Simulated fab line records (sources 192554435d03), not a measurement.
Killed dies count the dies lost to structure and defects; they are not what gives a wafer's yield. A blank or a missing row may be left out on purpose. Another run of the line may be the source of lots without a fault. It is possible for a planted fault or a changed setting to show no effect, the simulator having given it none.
Which tool did it? || flow n5_finfet || Sampling: 11 lots, 33 wafers, 4 of 1938 route steps

== WHAT THE GAUGES READ, wafer by wafer ==
The record lacks any reading of a measuring or inspecting step that a usual standard deviation could be used to judge.

== EACH LOT AND THE TOOL THAT RAN IT (in order: tool; ch and the chambers of the sampled wafers; start) ==
{"lot": "L768", "N5_MIM_TOP_ALD_00": "ald_hk-03 ch 1,2, day 12 15:56", "N5_MIM_TOP_ALD_02": "ald_hk-03 ch 1,2, day 12 17:14 or earlier", "N5_MIM_TOP_ETCH_ETCH_00": "rie_metal-01 ch 1, day 12 17:14", "N5_MIM_TOP_ETCH_PECVD_03": "pecvd-03 ch 0,2, day 12 17:28"}
{"lot": "L770", "N5_MIM_TOP_ALD_00": "ald_hk-02 ch 0,1,2, day 13 07:47", "N5_MIM_TOP_ALD_02": "ald_hk-02 ch 0,1,2, day 13 10:10 or earlier", "N5_MIM_TOP_ETCH_ETCH_00": "rie_metal-03 ch 0,1, day 13 10:10", "N5_MIM_TOP_ETCH_PECVD_03": "pecvd-01 ch 0,1, day 13 10:26"}
{"lot": "L772", "N5_MIM_TOP_ALD_00": "ald_hk-01 ch 0,3, day 13 23:33", "N5_MIM_TOP_ALD_02": "ald_hk-01 ch 0,3, day 14 03:04 or earlier", "N5_MIM_TOP_ETCH_ETCH_00": "rie_metal-02 ch 1, day 14 03:04", "N5_MIM_TOP_ETCH_PECVD_03": "pecvd-03 ch 0,1,2, day 14 03:25"}
{"lot": "L773", "N5_MIM_TOP_ALD_00": "ald_hk-03 ch 0,1, day 14 07:52", "N5_MIM_TOP_ALD_02": "ald_hk-03 ch 0,1, day 14 09:19 or earlier", "N5_MIM_TOP_ETCH_ETCH_00": "rie_metal-01 ch 0, day 14 09:19", "N5_MIM_TOP_ETCH_PECVD_03": "pecvd-01 ch 0,1, day 14 09:42"}
{"lot": "L777", "N5_MIM_TOP_ALD_00": "ald_hk-01 ch 0,1,2, day 15 18:06", "N5_MIM_TOP_ALD_02": "ald_hk-01 ch 0,1,2, day 15 20:07 or earlier", "N5_MIM_TOP_ETCH_ETCH_00": "rie_metal-02 ch 0,1, day 15 20:07", "N5_MIM_TOP_ETCH_PECVD_03": "pecvd-01 ch 1,2, day 15 20:20"}
{"lot": "L776", "N5_MIM_TOP_ALD_00": "ald_hk-02 ch 0,3, day 15 18:30", "N5_MIM_TOP_ALD_02": "ald_hk-02 ch 0,3, day 15 22:56 or earlier", "N5_MIM_TOP_ETCH_ETCH_00": "rie_metal-02 ch 0,1, day 15 22:56", "N5_MIM_TOP_ETCH_PECVD_03": "pecvd-03 ch 0,1, day 15 23:08"}
{"lot": "L785", "N5_MIM_TOP_ALD_00": "ald_hk-01 ch 1,2,3, day 17 07:49", "N5_MIM_TOP_ALD_02": "ald_hk-01 ch 1,2,3, day 17 11:05 or earlier", "N5_MIM_TOP_ETCH_ETCH_00": "rie_metal-03 ch 0,1, day 17 11:05", "N5_MIM_TOP_ETCH_PECVD_03": "pecvd-01 ch 0,1,2, day 17 11:17"}
{"lot": "L787", "N5_MIM_TOP_ALD_00": "ald_hk-03 ch 1,2, day 17 22:37", "N5_MIM_TOP_ALD_02": "ald_hk-03 ch 1,2, day 18 00:13 or earlier", "N5_MIM_TOP_ETCH_ETCH_00": "rie_metal-02 ch 0,1, day 18 00:13", "N5_MIM_TOP_ETCH_PECVD_03": "pecvd-03 ch 1,2, day 18 00:37"}
{"lot": "L788", "N5_MIM_TOP_ALD_00": "ald_hk-02 ch 0,1,2, day 18 07:50", "N5_MIM_TOP_ALD_02": "ald_hk-02 ch 0,1,2, day 18 10:48 or earlier", "N5_MIM_TOP_ETCH_ETCH_00": "rie_metal-01 ch 0,1, day 18 10:48", "N5_MIM_TOP_ETCH_PECVD_03": "pecvd-01 ch 1,2, day 18 11:01"}
{"lot": "L786", "N5_MIM_TOP_ALD_00": "ald_hk-02 ch 0,3, day 18 10:58", "N5_MIM_TOP_ALD_02": "ald_hk-02 ch 0,3, day 18 12:13 or earlier", "N5_MIM_TOP_ETCH_ETCH_00": "rie_metal-03 ch 0,1, day 18 12:13", "N5_MIM_TOP_ETCH_PECVD_03": "pecvd-04 ch 0,1,2, day 18 12:23"}
{"lot": "L789", "N5_MIM_TOP_ALD_00": "ald_hk-01 ch 0,2,3, day 19 02:09", "N5_MIM_TOP_ALD_02": "ald_hk-01 ch 0,2,3, day 19 03:48 or earlier", "N5_MIM_TOP_ETCH_ETCH_00": "rie_metal-01 ch 0,1, day 19 03:48", "N5_MIM_TOP_ETCH_PECVD_03": "pecvd-04 ch 0,1,2, day 19 03:58"}
- N5_MIM_TOP_ALD_00: deposits Al2O3, purge time 3 s, co reactant pulse time 3 s.
- N5_MIM_TOP_ALD_02: deposits Al2O3, purge time 3 s, co reactant pulse time 3 s.
- N5_MIM_TOP_ETCH_ETCH_00: etches TiN in Cl2/BCl3, target depth 38.5 nm.
- N5_MIM_TOP_ETCH_PECVD_03: deposits SiNx from SiH4/NH3/N2, target thk 20 nm, time 17.6 s.

== WHAT THE TOOLS THEMSELVES READ (means of the sampled wafers that have a number; where no wafer has one, the mark that the record gives instead) ==
N5_MIM_TOP_ALD_00.
{"lot": "L768", "tool": "ald_hk-03", "precursor_pulse_height_rel": 1.010}
{"lot": "L770", "tool": "ald_hk-02", "precursor_pulse_height_rel": 0.985}
{"lot": "L772", "tool": "ald_hk-01", "precursor_pulse_height_rel": 0.992}
{"lot": "L773", "tool": "ald_hk-03", "precursor_pulse_height_rel": 1.000}
{"lot": "L777", "tool": "ald_hk-01", "precursor_pulse_height_rel": 1.013}
{"lot": "L776", "tool": "ald_hk-02", "precursor_pulse_height_rel": 1.010}
{"lot": "L785", "tool": "ald_hk-01", "precursor_pulse_height_rel": 1.013}
{"lot": "L787", "tool": "ald_hk-03", "precursor_pulse_height_rel": 0.984}
{"lot": "L788", "tool": "ald_hk-02", "precursor_pulse_height_rel": 1.013}
{"lot": "L786", "tool": "ald_hk-02", "precursor_pulse_height_rel": 0.996}
{"lot": "L789", "tool": "ald_hk-01", "precursor_pulse_height_rel": 0.999}

N5_MIM_TOP_ALD_02.
{"lot": "L768", "tool": "ald_hk-03", "precursor_pulse_height_rel": 0.990}
{"lot": "L770", "tool": "ald_hk-02", "precursor_pulse_height_rel": 1.002}
{"lot": "L772", "tool": "ald_hk-01", "precursor_pulse_height_rel": 0.998}
{"lot": "L773", "tool": "ald_hk-03", "precursor_pulse_height_rel": 0.995}
{"lot": "L777", "tool": "ald_hk-01", "precursor_pulse_height_rel": 0.981}
{"lot": "L776", "tool": "ald_hk-02", "precursor_pulse_height_rel": 0.991}
{"lot": "L785", "tool": "ald_hk-01", "precursor_pulse_height_rel": 0.989}
{"lot": "L787", "tool": "ald_hk-03", "precursor_pulse_height_rel": 0.998}
{"lot": "L788", "tool": "ald_hk-02", "precursor_pulse_height_rel": 0.997}
{"lot": "L786", "tool": "ald_hk-02", "precursor_pulse_height_rel": 1.006}
{"lot": "L789", "tool": "ald_hk-01", "precursor_pulse_height_rel": 1.000}

N5_MIM_TOP_ETCH_ETCH_00.
{"lot": "L768", "tool": "rie_metal-01", "bias_w (W)": 125.8, "drypump_motor_current_A (A)": 5.6, "oes_product_au (a.u.)": 0.85, "throttle_valve_pct (%)": 22.95}
{"lot": "L770", "tool": "rie_metal-03", "bias_w (W)": 126.2, "drypump_motor_current_A (A)": 5.1, "oes_product_au (a.u.)": 0.65, "throttle_valve_pct (%)": 22.60}
{"lot": "L772", "tool": "rie_metal-02", "bias_w (W)": 126.4, "drypump_motor_current_A (A)": 6.3, "oes_product_au (a.u.)": 0.78, "throttle_valve_pct (%)": 22.41}
{"lot": "L773", "tool": "rie_metal-01", "bias_w (W)": 125.9, "drypump_motor_current_A (A)": 6.2, "oes_product_au (a.u.)": 0.72, "throttle_valve_pct (%)": 22.70}
{"lot": "L777", "tool": "rie_metal-02", "bias_w (W)": 137.9, "drypump_motor_current_A (A)": 6.3, "oes_product_au (a.u.)": 0.75, "throttle_valve_pct (%)": 22.58}
{"lot": "L776", "tool": "rie_metal-02", "bias_w (W)": 132.5, "drypump_motor_current_A (A)": 6.4, "oes_product_au (a.u.)": 0.71, "throttle_valve_pct (%)": 22.73}
{"lot": "L785", "tool": "rie_metal-03", "bias_w (W)": 126.1, "drypump_motor_current_A (A)": 5.0, "oes_product_au (a.u.)": 0.75, "throttle_valve_pct (%)": 22.47}
{"lot": "L787", "tool": "rie_metal-02", "bias_w (W)": 126.1, "drypump_motor_current_A (A)": 6.4, "oes_product_au (a.u.)": 0.68, "throttle_valve_pct (%)": 22.75}
{"lot": "L788", "tool": "rie_metal-01", "bias_w (W)": 125.8, "drypump_motor_current_A (A)": 6.0, "oes_product_au (a.u.)": 0.74, "throttle_valve_pct (%)": 22.80}
{"lot": "L786", "tool": "rie_metal-03", "bias_w (W)": 125.4, "drypump_motor_current_A (A)": 5.1, "oes_product_au (a.u.)": 0.74, "throttle_valve_pct (%)": 22.48}
{"lot": "L789", "tool": "rie_metal-01", "bias_w (W)": 125.8, "drypump_motor_current_A (A)": 6.0, "oes_product_au (a.u.)": 0.74, "throttle_valve_pct (%)": 22.81}

N5_MIM_TOP_ETCH_PECVD_03.
{"lot": "L768", "tool": "pecvd-03", "heater_power_w (W)": 712, "showerhead_plenum_p_Torr (Torr)": 5.13, "susceptor_temp_C (C)": 399.98, "throttle_valve_pct (%)": 40.0}
{"lot": "L770", "tool": "pecvd-01", "heater_power_w (W)": 772, "showerhead_plenum_p_Torr (Torr)": 5.15, "susceptor_temp_C (C)": 399.66, "throttle_valve_pct (%)": 42.5}
{"lot": "L772", "tool": "pecvd-03", "heater_power_w (W)": 709, "showerhead_plenum_p_Torr (Torr)": 5.17, "susceptor_temp_C (C)": 400.19, "throttle_valve_pct (%)": 39.0}
{"lot": "L773", "tool": "pecvd-01", "heater_power_w (W)": 781, "showerhead_plenum_p_Torr (Torr)": 5.18, "susceptor_temp_C (C)": 400.07, "throttle_valve_pct (%)": 41.8}
{"lot": "L777", "tool": "pecvd-01", "heater_power_w (W)": 721, "showerhead_plenum_p_Torr (Torr)": 5.14, "susceptor_temp_C (C)": 399.97, "throttle_valve_pct (%)": 40.2}
{"lot": "L776", "tool": "pecvd-03", "heater_power_w (W)": 675, "showerhead_plenum_p_Torr (Torr)": 5.19, "susceptor_temp_C (C)": 400.16, "throttle_valve_pct (%)": 39.4}
{"lot": "L785", "tool": "pecvd-01", "heater_power_w (W)": 761, "showerhead_plenum_p_Torr (Torr)": 5.17, "susceptor_temp_C (C)": 399.99, "throttle_valve_pct (%)": 41.1}
{"lot": "L787", "tool": "pecvd-03", "heater_power_w (W)": 740, "showerhead_plenum_p_Torr (Torr)": 5.22, "susceptor_temp_C (C)": 399.82, "throttle_valve_pct (%)": 38.0}
{"lot": "L788", "tool": "pecvd-01", "heater_power_w (W)": 703, "showerhead_plenum_p_Torr (Torr)": 5.15, "susceptor_temp_C (C)": 399.91, "throttle_valve_pct (%)": 41.8}
{"lot": "L786", "tool": "pecvd-04", "heater_power_w (W)": 701, "showerhead_plenum_p_Torr (Torr)": 5.09, "susceptor_temp_C (C)": 399.71, "throttle_valve_pct (%)": 39.6}
{"lot": "L789", "tool": "pecvd-04", "heater_power_w (W)": 665, "showerhead_plenum_p_Torr (Torr)": 5.09, "susceptor_temp_C (C)": 399.98, "throttle_valve_pct (%)": 39.7}

== THE ANSWER, worked out from the rows above alone ==
Rule: the lots themselves supply what counts as usual. Put in order of their means at a reading, lots are off if they are a third of the lots or fewer, leave a main group of 4 or more, and stand apart from it by a gap of 3 or more times the standard deviation of the main group's means; of several such gaps the widest counts. If all means in a main group match to the digits the tables above print for the reading, that group is not used. A lot without any number at a reading at which 4 lots or more have one is off too. Where the step has rows for the other lots, those lots are counted as sound. The gauges are gone through in route order, then the tools' own readings, and for those a lot's mean is taken as printed above. At the first step where some lot is off, the reading lying furthest off is the one used; lots without a number count as furthest.
Off: L777, L776, at N5_MIM_TOP_ETCH_ETCH_00 (bias_w). The main group has a mean of 125.9 W with a standard deviation of 0.28.
If a tool, at that step or one of the process steps before it, ran each lot that is off and ran no sound lot following the first of them, it fits. With no start given for some of its lots, N5_MIM_TOP_ALD_02 uses the hours and lot order of N5_MIM_TOP_ETCH_ETCH_00. Of those tried, none fits.

== WHAT WAS PUT IN BY THE SIMULATOR ==
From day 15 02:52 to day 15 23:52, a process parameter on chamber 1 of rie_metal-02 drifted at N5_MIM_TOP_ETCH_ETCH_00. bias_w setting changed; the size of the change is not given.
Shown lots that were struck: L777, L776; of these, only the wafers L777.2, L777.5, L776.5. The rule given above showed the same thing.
